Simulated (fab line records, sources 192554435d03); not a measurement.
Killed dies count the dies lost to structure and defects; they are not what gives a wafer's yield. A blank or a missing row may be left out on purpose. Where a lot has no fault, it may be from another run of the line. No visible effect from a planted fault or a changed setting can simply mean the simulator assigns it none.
fab line records	flow n5Finfet
record lots=24	wafers=72	lastDay=19
route steps=1938 shown BEOL_M6@1249 BEOL_M7@1305
lots untouched by any fault: they come from a run of this same line in which no faults occurred
startH: hours from the record's opening day to when the first of the lot's shown wafers began	waitH: hours from the lot's prior step to this one	" identical to the entry in the row above	L1.1+2: a row that stands for several wafers	- either no value or no given start	* or withheld: withheld	< > ~ a bound
route shown NAME@n: a module of which the file shows steps, and the number in the route of the first	usual: average and standard deviation across the fault-free wafers	same: alike in all rows	chamber/n: place in a boat	sites: each site's reading	_std_site: the standard deviation of these	_edge_site: inner sites' mean taken away from outer sites' mean	radiusMm: how far each site lies from the wafer's centre	mask NAME#n: copy n	behind: tool/chamber where the wafer was last shaped	hold: reason for holding the lot/hours on hold/outcome of the hold	device: whichever transistor did not switch (one of n, p or np)	end of line: the route-end tests of the same wafers	step lacking rows: just its recipe	killed: dies lost to structure and defects at the first sort, not the wafer's yield	map: shows each die of a wafer: x if killed, . if not, _ if none is there
set.NAME: the run value of the setting; set.NAME@STEP: its run value at that earlier step	model.NAME: the simulator's own value behind a step, which no gauge read
the route's steps for a sample of lots (tables are steps, rows are wafers)
services: a tool's chamber out of use, with start hour (startH, from the record's first day; less than 0 if before it), hours out, and reason
## steps
# step N5_BEOL_M6_DEGAS_44
# recipe ambient=vacuum	tempC=250	timeS=60
# usual heaterPowerW=343/35
# same timeS=60
lot.wafer	tool	chamber	startH	waitH	heaterPowerW
L075.2	pvdSputter-03	-	222.93	0.4	285
L075.4	"	-	"	"	370
L075.5	"	-	"	"	377
L074.2	pvdSputter-03	-	223.01	0.5	370
L074.5	"	-	"	"	375
L074.6	"	-	"	"	318
L078.1	pvdSputter-01	-	226.98	0.4	337
L078.2	"	-	"	"	335
L078.6	"	-	"	"	339
L077.2	pvdSputter-02	-	232.17	0.3	360
L077.3	"	-	"	"	346
L077.6	"	-	"	"	349
L076.2	pvdSputter-02	-	239.00	0.3	305
L076.4	"	-	"	"	348
L076.6	"	-	"	"	404
L080.1	pvdSputter-01	-	243.49	0.7	334
L080.3	"	-	"	"	286
L080.6	"	-	"	"	348
L079.1	pvdSputter-03	-	243.60	0.7	330
L079.4	"	-	"	"	287
L079.5	"	-	"	"	320
L081.3	pvdSputter-03	-	256.20	1.8	379
L081.5	"	-	"	"	320
L081.6	"	-	"	"	366
L082.3	pvdSputter-02	-	261.47	0.6	308
L082.5	"	-	"	"	364
L082.6	"	-	"	"	315
L083.2	pvdSputter-01	-	271.12	0.5	348
L083.3	"	-	"	"	343
L083.4	"	-	"	"	285
L085.4	pvdSputter-02	-	274.26	0.2	406
L085.5	"	-	"	"	408
L085.6	"	-	"	"	349
L086.2	pvdSputter-03	-	278.93	0.5	373
L086.5	"	-	"	"	373
L086.6	"	-	"	"	371
L084.1	pvdSputter-03	-	279.01	0.5	364
L084.4	"	-	"	"	375
L084.5	"	-	"	"	290
L087.4	pvdSputter-02	-	293.10	0.5	361
L087.5	"	-	"	"	344
L087.6	"	-	"	"	358
L088.2	pvdSputter-03	-	300.06	0.5	374
L088.3	"	-	"	"	288
L088.4	"	-	"	"	359
L089.1	pvdSputter-02	-	311.04	0.5	317
L089.5	"	-	"	"	402
L089.6	"	-	"	"	332
L090.3	pvdSputter-02	-	313.50	0.7	359
L090.4	"	-	"	"	355
L090.5	"	-	"	"	399
L091.1	pvdSputter-03	-	314.45	0.3	313
L091.2	"	-	"	"	377
L091.4	"	-	"	"	375
L093.3	pvdSputter-02	-	317.59	0.4	311
L093.4	"	-	"	"	360
L093.6	"	-	"	"	354
L092.1	pvdSputter-01	-	323.01	0.3	289
L092.3	"	-	"	"	335
L092.5	"	-	"	"	331
L094.1	pvdSputter-03	-	352.99	0.3	380
L094.2	"	-	"	"	373
L094.5	"	-	"	"	285
L096.2	pvdSputter-03	-	353.44	0.5	379
L096.3	"	-	"	"	311
L096.6	"	-	"	"	371
L095.1	pvdSputter-01	-	355.53	0.3	334
L095.4	"	-	"	"	291
L095.5	"	-	"	"	322
L097.3	pvdSputter-03	-	357.80	0.2	374
L097.4	"	-	"	"	374
L097.5	"	-	"	"	371
# step N5_BEOL_M6_INSPECT_58
# recipe inspectInstrument=darkfield	mode=postDep
# usual rawDefectCount=71/27
lot.wafer	tool	chamber	startH	waitH	rawDefectCount
L075.2	defectInspect-01	-	225.08	0.0	51
L075.4	"	-	"	"	68
L075.5	"	-	"	"	60
L074.2	defectInspect-01	-	225.14	0.0	100
L074.5	"	-	"	"	85
L074.6	"	-	"	"	82
L078.1	defectInspect-02	-	229.12	0.0	37
L078.2	"	-	"	"	56
L078.6	"	-	"	"	55
L077.2	defectInspect-02	-	233.75	0.0	91
L077.3	"	-	"	"	55
L077.6	"	-	"	"	65
L076.2	defectInspect-01	-	240.95	0.0	55
L076.4	"	-	"	"	93
L076.6	"	-	"	"	79
L080.1	defectInspect-01	-	245.33	0.0	91
L080.3	"	-	"	"	104
L080.6	"	-	"	"	55
L079.1	defectInspect-02	-	247.17	0.0	84
L079.4	"	-	"	"	92
L079.5	"	-	"	"	71
L081.3	defectInspect-01	-	257.80	0.0	101
L081.5	"	-	"	"	77
L081.6	"	-	"	"	56
L082.3	defectInspect-01	-	264.83	0.0	91
L082.5	"	-	"	"	50
L082.6	"	-	"	"	69
L083.2	defectInspect-02	-	273.05	0.0	80
L083.3	"	-	"	"	44
L083.4	"	-	"	"	75
L085.4	defectInspect-02	-	276.29	0.0	63
L085.5	"	-	"	"	51
L085.6	"	-	"	"	49
L086.2	defectInspect-02	-	281.49	0.0	80
L086.5	"	-	"	"	63
L086.6	"	-	"	"	54
L084.1	defectInspect-02	-	281.77	0.0	51
L084.4	"	-	"	"	73
L084.5	"	-	"	"	64
L087.4	defectInspect-01	-	295.02	0.0	47
L087.5	"	-	"	"	87
L087.6	"	-	"	"	50
L088.2	defectInspect-01	-	304.71	0.0	40
L088.3	"	-	"	"	41
L088.4	"	-	"	"	60
L089.1	defectInspect-01	-	315.77	0.0	75
L089.5	"	-	"	"	67
L089.6	"	-	"	"	50
L090.3	defectInspect-01	-	318.29	0.0	58
L090.4	"	-	"	"	40
L090.5	"	-	"	"	91
L091.1	defectInspect-02	-	318.84	0.0	105
L091.2	"	-	"	"	55
L091.4	"	-	"	"	72
L093.3	defectInspect-01	-	319.76	0.0	49
L093.4	"	-	"	"	64
L093.6	"	-	"	"	68
L092.1	defectInspect-01	-	325.01	0.0	47
L092.3	"	-	"	"	39
L092.5	"	-	"	"	19
L094.1	defectInspect-02	-	355.04	0.0	61
L094.2	"	-	"	"	38
L094.5	"	-	"	"	88
L096.2	defectInspect-02	-	355.59	0.0	65
L096.3	"	-	"	"	39
L096.6	"	-	"	"	60
L095.1	defectInspect-01	-	357.08	0.0	164
L095.4	"	-	"	"	110
L095.5	"	-	"	"	102
L097.3	defectInspect-02	-	360.49	0.0	120
L097.4	"	-	"	"	85
L097.5	"	-	"	"	100
# step N5_BEOL_M7_VIA_ETCH_34
# recipe chemistry=C4F6/O2	target=SiCOH_lowk	targetDepthA=1255	maskMaterial=SOC	taperDeg=4	timeS=50.5	ionEnergyEv=250	pressureMtorr=30	sourceW=345	biasW=185	Ar_flow_sccm=300	C4F6_flow_sccm=10	O2_flow_sccm=10
# usual C4F6_flow_sccm=10.00/0.032	drypumpMotorCurrentA=5.6/0.54	oesProductAu=0.78/0.063	rfVppV=669/9	showerheadPlenumPTorr=2.84/0.087	throttleValvePct=20.91/0.25
# same timeS=50.5
lot.wafer	tool	chamber	startH	waitH	C4F6_flow_sccm	drypumpMotorCurrentA	oesProductAu	rfHoursCounterH	rfVppV	showerheadPlenumPTorr	throttleValvePct
L074.2	rieDiel-01	0	228.60	0.0	9.95	6.0	0.70	187	681	2.82	21.03
L074.5	"	3	"	"	10.02	6.3	0.86	-	671	2.76	20.51
L074.6	"	0	"	"	9.95	6.0	0.70	-	679	2.82	21.03
L075.2	rieDiel-03	0	228.64	0.0	10.02	5.5	0.89	28	681	2.89	20.75
L075.4	"	2	"	"	9.96	5.1	0.79	104	657	2.87	20.89
L075.5	"	2	"	"	9.95	5.1	0.78	-	657	2.87	20.89
L078.1	rieDiel-06	1	236.54	0.0	9.98	5.2	0.90	27	653	2.93	21.14
L078.2	"	3	"	"	10.01	6.0	0.73	164	675	2.83	20.73
L078.6	"	3	"	"	10.01	6.0	0.74	-	673	2.83	20.74
L077.2	rieDiel-06	1	237.88	0.0	10.07	5.2	0.90	28	654	2.93	21.14
L077.3	"	3	"	"	10.00	6.0	0.73	165	675	2.83	20.75
L077.6	"	0	"	"	10.01	6.6	0.88	-	664	2.88	20.28
L076.2	rieDiel-03	2	247.34	0.0	10.01	5.1	0.77	109	658	2.87	20.88
L076.4	"	1	"	"	10.04	5.0	0.80	116	673	2.74	21.08
L076.6	"	3	"	"	9.99	4.7	0.77	-	659	2.74	20.96
L079.1	rieDiel-03	2	251.70	0.0	10.01	5.1	0.77	111	658	2.87	20.89
L079.4	"	3	"	"	9.92	4.7	0.75	153	659	2.74	20.97
L079.5	"	1	"	"	10.04	5.0	0.80	-	671	2.74	21.11
L080.1	rieDiel-06	0	251.87	0.0	10.02	6.6	0.88	53	662	2.88	20.27
L080.3	"	3	"	"	9.99	6.0	0.73	168	674	2.83	20.75
L080.6	"	3	"	"	9.94	6.0	0.73	-	674	2.83	20.76
L081.3	rieDiel-01	3	262.00	0.0	10.01	6.3	0.84	64	671	2.76	20.49
L081.5	"	1	"	"	10.03	5.8	0.71	-	665	2.72	21.13
L081.6	"	2	"	"	10.00	5.9	0.76	-	676	2.97	20.95
L082.3	rieDiel-03	3	270.31	0.0	9.97	4.7	0.74	157	660	2.74	20.97
L082.5	"	2	"	"	9.97	5.1	0.77	-	658	2.87	20.91
L082.6	"	3	"	"	9.96	4.7	0.74	-	659	2.74	20.96
L083.2	rieDiel-01	3	277.20	0.0	9.99	6.2	0.83	68	672	2.76	20.52
L083.3	"	1	"	"	10.02	5.8	0.70	219	665	2.72	21.14
L083.4	"	0	"	"	10.01	6.0	0.68	201	681	2.81	21.05
L085.4	rieDiel-01	2	279.92	0.0	9.94	5.8	0.76	129	676	2.97	20.98
L085.5	"	3	"	"	10.00	6.3	0.84	-	671	2.76	20.51
L085.6	"	0	"	"	9.99	6.1	0.69	-	679	2.81	21.07
L086.2	rieDiel-01	2	285.79	0.0	10.01	5.9	0.75	131	674	2.97	20.96
L086.5	"	2	"	"	9.99	5.9	0.75	-	675	2.97	20.96
L086.6	"	3	"	"	10.00	6.3	0.83	-	671	2.76	20.53
L084.1	rieDiel-01	2	289.34	0.0	10.00	5.9	0.75	134	676	2.97	20.99
L084.4	"	1	"	"	10.04	5.8	0.69	224	665	2.72	21.15
L084.5	"	1	"	"	10.05	5.8	0.69	-	666	2.72	21.14
L087.4	rieDiel-06	1	299.10	0.0	9.97	5.2	0.87	49	653	2.92	21.19
L087.5	"	0	"	"	10.03	6.6	0.85	-	664	2.88	20.33
L087.6	"	1	"	"	10.03	5.2	0.87	-	653	2.92	21.16
L088.2	rieDiel-03	0	311.18	0.0	10.03	5.5	0.86	48	682	2.88	20.76
L088.3	"	1	"	"	10.02	5.0	0.79	130	673	2.73	21.13
L088.4	"	0	"	"	10.04	5.5	0.86	-	682	2.89	20.78
L089.1	rieDiel-03	1	320.93	0.0	10.00	5.0	0.78	134	672	2.73	21.14
L089.5	"	2	"	"	10.01	5.1	0.77	-	656	2.86	20.90
L089.6	"	1	"	"	9.98	5.0	0.79	-	672	2.73	21.13
L090.3	rieDiel-06	3	322.52	0.0	10.04	6.0	0.72	190	673	2.82	20.78
L090.4	"	0	"	"	9.99	6.6	0.85	77	663	2.87	20.33
L090.5	"	1	"	"	10.03	5.2	0.86	-	653	2.91	21.17
L091.1	rieDiel-01	1	322.87	0.0	10.00	5.8	0.68	235	664	2.71	21.14
L091.2	"	2	"	"	9.97	5.9	0.74	145	675	2.96	20.99
L091.4	"	3	"	"	10.02	6.3	0.81	86	670	2.75	20.53
L093.3	rieDiel-01	3	323.27	0.0	9.97	6.2	0.82	86	670	2.75	20.54
L093.4	"	1	"	"	9.98	5.8	0.69	235	666	2.71	21.16
L093.6	"	3	"	"	9.99	6.2	0.82	-	671	2.75	20.54
L092.1	rieDiel-03	0	329.96	0.0	10.06	5.5	0.86	53	681	2.88	20.77
L092.3	"	3	"	"	10.06	4.7	0.73	169	660	2.73	21.00
L092.5	"	3	"	"	10.07	4.7	0.74	-	659	2.73	21.00
L094.1	rieDiel-06	1	358.24	0.0	10.01	5.2	0.84	66	655	2.91	21.20
L094.2	"	2	"	"	9.99	6.0	0.70	209	675	2.96	21.06
L094.5	"	1	"	"	9.98	5.2	0.85	-	652	2.91	21.20
L096.2	rieDiel-06	2	360.02	0.0	10.00	5.9	0.70	210	676	2.96	21.07
L096.3	"	3	"	"	9.97	6.0	0.71	199	675	2.81	20.80
L096.6	"	1	"	"	10.01	5.1	0.84	-	651	2.91	21.21
L095.1	rieDiel-03	1	361.37	0.0	10.02	5.0	0.78	143	672	2.73	21.17
L095.4	"	2	"	"	10.02	5.1	0.76	134	660	2.86	20.92
L095.5	"	1	"	"	9.98	5.0	0.77	-	671	2.73	21.13
L097.3	rieDiel-03	1	364.57	0.0	9.95	5.0	0.78	144	672	2.73	21.16
L097.4	"	3	"	"	9.98	4.7	0.73	176	660	2.73	21.02
L097.5	"	1	"	"	10.04	5.0	0.78	-	671	2.73	21.17
# step N5_BEOL_M7_PRE_CLEAN_45
# recipe gas=H2/He	timeS=30	tempC=250
# usual heaterPowerW=345/37
# same timeS=30
lot.wafer	tool	chamber	startH	waitH	heaterPowerW
L074.2	pvdSputter-03	-	230.98	0.0	382
L074.5	"	-	"	"	288
L074.6	"	-	"	"	389
L075.2	pvdSputter-01	-	231.03	0.0	335
L075.4	"	-	"	"	324
L075.5	"	-	"	"	352
L078.1	pvdSputter-02	-	237.76	0.0	345
L078.2	"	-	"	"	365
L078.6	"	-	"	"	351
L077.2	pvdSputter-02	-	238.82	0.0	367
L077.3	"	-	"	"	404
L077.6	"	-	"	"	345
L076.2	pvdSputter-02	-	248.66	0.0	312
L076.4	"	-	"	"	355
L076.6	"	-	"	"	316
L079.1	pvdSputter-02	-	252.88	0.0	316
L079.4	"	-	"	"	347
L079.5	"	-	"	"	402
L080.1	pvdSputter-02	-	253.04	0.0	351
L080.3	"	-	"	"	395
L080.6	"	-	"	"	348
L081.3	pvdSputter-03	-	264.19	0.0	367
L081.5	"	-	"	"	374
L081.6	"	-	"	"	374
L082.3	pvdSputter-03	-	271.20	0.0	285
L082.5	"	-	"	"	373
L082.6	"	-	"	"	282
L083.2	pvdSputter-03	-	278.45	0.0	322
L083.3	"	-	"	"	373
L083.4	"	-	"	"	370
L085.4	pvdSputter-01	-	280.74	0.0	346
L085.5	"	-	"	"	352
L085.6	"	-	"	"	335
L086.2	pvdSputter-03	-	287.32	0.0	319
L086.5	"	-	"	"	284
L086.6	"	-	"	"	369
L084.1	pvdSputter-03	-	292.48	0.0	314
L084.4	"	-	"	"	357
L084.5	"	-	"	"	288
L087.4	pvdSputter-03	-	300.18	0.0	362
L087.5	"	-	"	"	369
L087.6	"	-	"	"	384
L088.2	pvdSputter-03	-	312.01	0.0	365
L088.3	"	-	"	"	388
L088.4	"	-	"	"	285
L089.1	pvdSputter-01	-	322.19	0.0	341
L089.5	"	-	"	"	323
L089.6	"	-	"	"	360
L090.3	pvdSputter-02	-	323.93	0.0	348
L090.4	"	-	"	"	366
L090.5	"	-	"	"	305
L091.1	pvdSputter-02	-	324.01	0.0	367
L091.2	"	-	"	"	415
L091.4	"	-	"	"	299
L093.3	pvdSputter-02	-	324.49	0.0	358
L093.4	"	-	"	"	407
L093.6	"	-	"	"	309
L092.1	pvdSputter-01	-	330.90	0.0	334
L092.3	"	-	"	"	284
L092.5	"	-	"	"	362
L094.1	pvdSputter-02	-	360.16	0.0	307
L094.2	"	-	"	"	403
L094.5	"	-	"	"	316
L096.2	pvdSputter-02	-	361.02	0.0	345
L096.3	"	-	"	"	392
L096.6	"	-	"	"	401
L095.1	pvdSputter-01	-	362.24	0.0	280
L095.4	"	-	"	"	336
L095.5	"	-	"	"	335
L097.3	pvdSputter-03	-	366.04	0.0	311
L097.4	"	-	"	"	368
L097.5	"	-	"	"	374
# step N5_BEOL_M7_SPUTTER_48
# recipe material=Cu	targetThkA=100	tempC=-20	biasV=60	powerW=26000	chamberPressurePa=0.13	timeS=1.667
# usual biasV=60.1/0.55	cathodeDcPowerW=26000/4.5	throttleValvePct=30.4/0.91
# same timeS=1.667
lot.wafer	tool	chamber	startH	waitH	biasV	cathodeDcPowerW	throttleValvePct
L074.2	pvdSputter-03	-	231.88	0.1	59.3	26003	30.1
L074.5	"	-	"	"	60.6	25995	31.6
L074.6	"	-	"	"	60.8	25997	31.6
L075.2	pvdSputter-03	-	232.06	0.2	60.4	25997	30.8
L075.4	"	-	"	"	60.2	26002	30.1
L075.5	"	-	"	"	59.9	25997	29.9
L078.1	pvdSputter-02	-	238.62	0.1	59.2	26000	29.6
L078.2	"	-	"	"	59.7	26010	31.7
L078.6	"	-	"	"	60.5	25997	30.3
L077.2	pvdSputter-03	-	239.40	0.1	60.7	26000	31.5
L077.3	"	-	"	"	59.6	26005	31.9
L077.6	"	-	"	"	59.2	26004	29.9
L076.2	pvdSputter-02	-	249.30	0.1	59.9	26002	29.6
L076.4	"	-	"	"	59.8	25999	30.4
L076.6	"	-	"	"	60.7	25999	29.8
L079.1	pvdSputter-02	-	253.66	0.1	59.7	26006	31.9
L079.4	"	-	"	"	60.2	26005	29.9
L079.5	"	-	"	"	60.7	26001	30.3
L080.1	pvdSputter-02	-	253.74	0.1	60.9	26003	30.4
L080.3	"	-	"	"	60.4	25999	31.6
L080.6	"	-	"	"	60.4	25997	30.3
L081.3	pvdSputter-01	-	264.85	0.1	59.9	25991	30.8
L081.5	"	-	"	"	60.0	26004	30.3
L081.6	"	-	"	"	59.1	25996	30.8
L082.3	pvdSputter-03	-	272.13	0.2	60.5	26000	30.1
L082.5	"	-	"	"	60.9	25997	29.8
L082.6	"	-	"	"	60.3	25999	29.9
L083.2	pvdSputter-03	-	279.33	0.2	60.2	26006	31.1
L083.3	"	-	"	"	59.8	25998	31.6
L083.4	"	-	"	"	60.1	25992	29.9
L085.4	pvdSputter-02	-	282.74	0.1	60.2	25992	29.7
L085.5	"	-	"	"	60.6	26003	29.7
L085.6	"	-	"	"	59.2	25997	31.9
L086.2	pvdSputter-02	-	287.94	0.2	60.3	25996	30.1
L086.5	"	-	"	"	60.1	25999	32.0
L086.6	"	-	"	"	59.5	26001	29.4
L084.1	pvdSputter-03	-	293.22	0.1	60.2	25996	29.8
L084.4	"	-	"	"	60.4	26002	30.1
L084.5	"	-	"	"	60.4	26006	31.8
L087.4	pvdSputter-03	-	300.96	0.0	59.9	25994	31.7
L087.5	"	-	"	"	60.1	26003	30.2
L087.6	"	-	"	"	59.6	26004	31.3
L088.2	pvdSputter-02	-	313.26	0.1	60.3	25991	31.9
L088.3	"	-	"	"	60.2	25999	29.8
L088.4	"	-	"	"	60.4	26008	30.4
L089.1	pvdSputter-03	-	322.77	0.1	60.6	25999	31.1
L089.5	"	-	"	"	60.0	26002	31.4
L089.6	"	-	"	"	60.2	26005	30.1
L090.3	pvdSputter-02	-	324.53	0.1	60.1	25998	31.7
L090.4	"	-	"	"	60.2	25994	31.9
L090.5	"	-	"	"	59.6	26004	29.6
L091.1	pvdSputter-02	-	324.61	0.1	60.0	26002	29.4
L091.2	"	-	"	"	60.6	25998	31.8
L091.4	"	-	"	"	60.0	25999	30.4
L093.3	pvdSputter-01	-	325.05	0.1	60.2	25994	28.3
L093.4	"	-	"	"	59.7	26003	30.0
L093.6	"	-	"	"	59.2	26001	28.2
L092.1	pvdSputter-03	-	331.93	0.2	59.4	25999	31.4
L092.3	"	-	"	"	58.9	25997	29.9
L092.5	"	-	"	"	60.7	25995	31.3
L094.1	pvdSputter-03	-	360.94	0.1	59.8	25987	31.4
L094.2	"	-	"	"	61.3	25994	29.9
L094.5	"	-	"	"	59.6	26003	30.0
L096.2	pvdSputter-01	-	361.80	0.1	59.6	26000	30.4
L096.3	"	-	"	"	60.7	25994	30.0
L096.6	"	-	"	"	60.0	25989	30.4
L095.1	pvdSputter-02	-	363.76	0.1	59.4	26002	30.0
L095.4	"	-	"	"	59.5	25999	29.9
L095.5	"	-	"	"	59.4	25999	29.8
L097.3	pvdSputter-01	-	366.62	0.1	61.0	26002	30.3
L097.4	"	-	"	"	59.9	26005	28.1
L097.5	"	-	"	"	60.3	26003	30.3
# step N5_BEOL_M7_CMP_52
# recipe stopOn=SiCOH_lowk	tOverpolishS=6.9	downForcePsi=1	platenRpm=50	clearingPlatenDownForcePsi=1.5	clearingPlatenRpm=50	postCmpClean=cuAlkaline	targetThkNm=80	clearingPlatenPadVelocityMS=0.99484	padVelocityMS=0.99484
# usual barrierFieldEndpointS=29.0/0.71	motorCurrentA=6.1/0.75	overpolishRunS=6.900/0.0093	padLifeWafers=780/470	timeToEndpointS=62.5/2.9
# same tOverpolishS=6.9
lot.wafer	tool	chamber	startH	waitH	barrierFieldEndpointS	motorCurrentA	overpolishRunS	padLifeWafers	timeToEndpointS
L074.2	cmp-04	1	232.43	0.2	28.5	6.7	6.919	457	60.8
L074.5	"	0	"	"	28.7	4.9	6.898	-	61.4
L074.6	"	1	"	"	30.2	6.9	6.914	-	65.3
L075.2	cmp-01	3	232.67	0.2	29.4	6.8	6.894	2022	64.6
L075.4	"	1	"	"	28.9	5.0	6.896	2024	55.9
L075.5	"	0	"	"	30.2	6.7	6.890	-	64.2
L078.2	cmp-04	3	239.25	0.3	27.7	6.1	6.898	512	62.0
L078.1	"	0	"	"	27.5	5.2	6.903	513	59.8
L078.6	"	2	"	"	28.6	5.8	6.914	-	63.0
L077.3	cmp-02	1	240.10	0.2	30.3	6.1	6.908	348	70.0
L077.2	"	3	"	"	29.0	7.0	6.898	350	64.1
L077.6	"	2	"	"	30.0	5.9	6.887	-	63.5
L076.2	cmp-04	2	251.14	0.3	28.5	5.7	6.899	638	61.1
L076.4	"	3	"	"	28.5	6.0	6.903	639	59.4
L076.6	"	1	"	"	29.5	7.0	6.901	-	61.6
L079.4	cmp-02	0	254.23	0.2	28.8	6.8	6.910	499	63.6
L079.1	"	2	"	"	28.1	6.1	6.910	501	62.7
L079.5	"	3	"	"	29.2	7.1	6.905	-	60.8
L080.1	cmp-02	1	254.54	0.3	29.1	6.1	6.899	505	63.5
L080.3	"	3	"	"	30.0	7.2	6.870	507	61.4
L080.6	"	1	"	"	30.0	6.1	6.904	-	63.8
L081.3	cmp-02	3	265.39	0.2	27.6	7.0	6.911	595	56.5
L081.6	"	2	"	"	28.6	6.0	6.900	-	55.7
L081.5	"	3	"	"	28.7	7.1	6.918	-	59.1
L082.3	cmp-04	0	272.83	0.3	28.9	5.1	6.900	840	62.8
L082.5	"	0	"	"	29.2	5.1	6.891	-	62.1
L082.6	"	1	"	"	29.6	6.7	6.909	-	62.4
L083.3	cmp-01	2	280.00	0.3	29.1	4.9	6.909	150	66.3
L083.2	"	0	"	"	29.6	6.7	6.897	152	63.5
L083.4	"	1	"	"	28.6	5.4	6.891	153	59.7
L085.4	cmp-02	0	283.36	0.2	29.6	6.8	6.901	729	59.9
L085.5	"	1	"	"	29.6	6.1	6.907	-	64.2
L085.6	"	2	"	"	28.3	6.2	6.890	-	59.7
L086.2	cmp-01	1	288.98	0.3	28.4	5.3	6.906	243	62.3
L086.5	"	2	"	"	29.5	5.2	6.900	-	64.3
L086.6	"	3	"	"	29.5	6.6	6.904	-	67.3
L084.1	cmp-04	0	294.09	0.3	28.5	5.2	6.899	1057	61.8
L084.4	"	1	"	"	29.2	6.8	6.911	1058	64.5
L084.5	"	0	"	"	29.1	4.7	6.896	-	63.3
L087.4	cmp-01	2	304.52	0.1	29.3	5.0	6.905	336	64.6
L087.6	"	2	"	"	29.5	4.7	6.900	-	63.0
L087.5	"	3	"	"	30.7	6.7	6.906	-	68.0
L088.2	cmp-04	3	317.24	0.2	28.4	5.9	6.901	1224	56.3
L088.3	"	0	"	"	28.6	4.9	6.900	1225	59.2
L088.4	"	2	"	"	27.9	5.7	6.908	1227	60.4
L089.1	cmp-04	2	323.65	0.3	28.8	5.9	6.893	1304	65.0
L089.6	"	0	"	"	28.6	5.5	6.910	-	61.8
L089.5	"	1	"	"	29.2	6.7	6.900	-	64.6
L090.4	cmp-01	0	325.07	0.2	30.4	7.0	6.898	541	63.8
L090.3	"	1	"	"	28.4	5.0	6.892	542	60.2
L090.5	"	3	"	"	30.4	6.5	6.927	-	66.3
L091.4	cmp-01	3	325.30	0.3	29.6	6.8	6.899	547	62.0
L091.1	"	0	"	"	28.5	6.7	6.899	548	62.7
L091.2	"	1	"	"	28.5	4.8	6.894	549	60.1
L093.3	cmp-01	3	325.75	0.2	28.7	6.4	6.892	558	62.9
L093.4	"	1	"	"	29.1	5.3	6.901	560	61.3
L093.6	"	3	"	"	29.6	6.7	6.888	-	64.7
L092.1	cmp-01	0	332.64	0.3	29.5	7.0	6.905	619	63.4
L092.3	"	2	"	"	28.7	5.1	6.881	621	61.6
L092.5	"	3	"	"	29.8	6.6	6.882	-	64.2
L094.1	cmp-04	2	361.45	0.3	29.7	5.4	6.900	1620	64.3
L094.2	"	3	"	"	28.2	6.1	6.904	1621	59.2
L094.5	"	2	"	"	29.1	6.0	6.887	-	64.7
L096.3	cmp-01	3	362.99	0.2	28.4	6.8	6.905	834	64.1
L096.2	"	0	"	"	27.8	6.7	6.897	835	60.7
L096.6	"	0	"	"	28.5	6.5	6.899	-	63.0
L095.1	cmp-01	0	364.32	0.3	28.7	6.9	6.885	847	62.1
L095.4	"	1	"	"	28.4	5.3	6.891	848	58.7
L095.5	"	3	"	"	29.0	6.5	6.894	-	65.2
L097.3	cmp-04	3	367.33	0.2	28.5	6.1	6.904	1680	63.1
L097.4	"	1	"	"	29.4	7.0	6.901	1682	64.6
L097.5	"	3	"	"	27.8	6.2	6.904	-	60.2
## services
tool	chamber	startH	hours	kind
rieDiel-06	2	224.10	3.8	repair
cmp-01	-	239.06	4.0	pm
cmp-01	-	243.06	-	consumableReplace:conditioner
cmp-01	-	243.06	-	consumableReplace:pad
cmp-01	-	248.53	5.0	repair
rieDiel-03	2	257.70	2.6	repair
cmp-01	-	263.05	14.3	pm
pvdSputter-01	-	272.01	0.5	repair
rieDiel-03	-	281.46	14.6	pm
cmp-04	-	296.05	0.3	repair
cmp-01	-	300.84	1.5	repair
cmp-04	-	315.94	0.9	repair
cmp-02	-	319.88	12.0	pm
cmp-04	-	322.00	0.2	repair
cmp-02	-	347.14	1.0	repair
rieDiel-03	0	348.81	7.2	repair
cmp-02	-	350.49	4.9	pm
## key
fault none
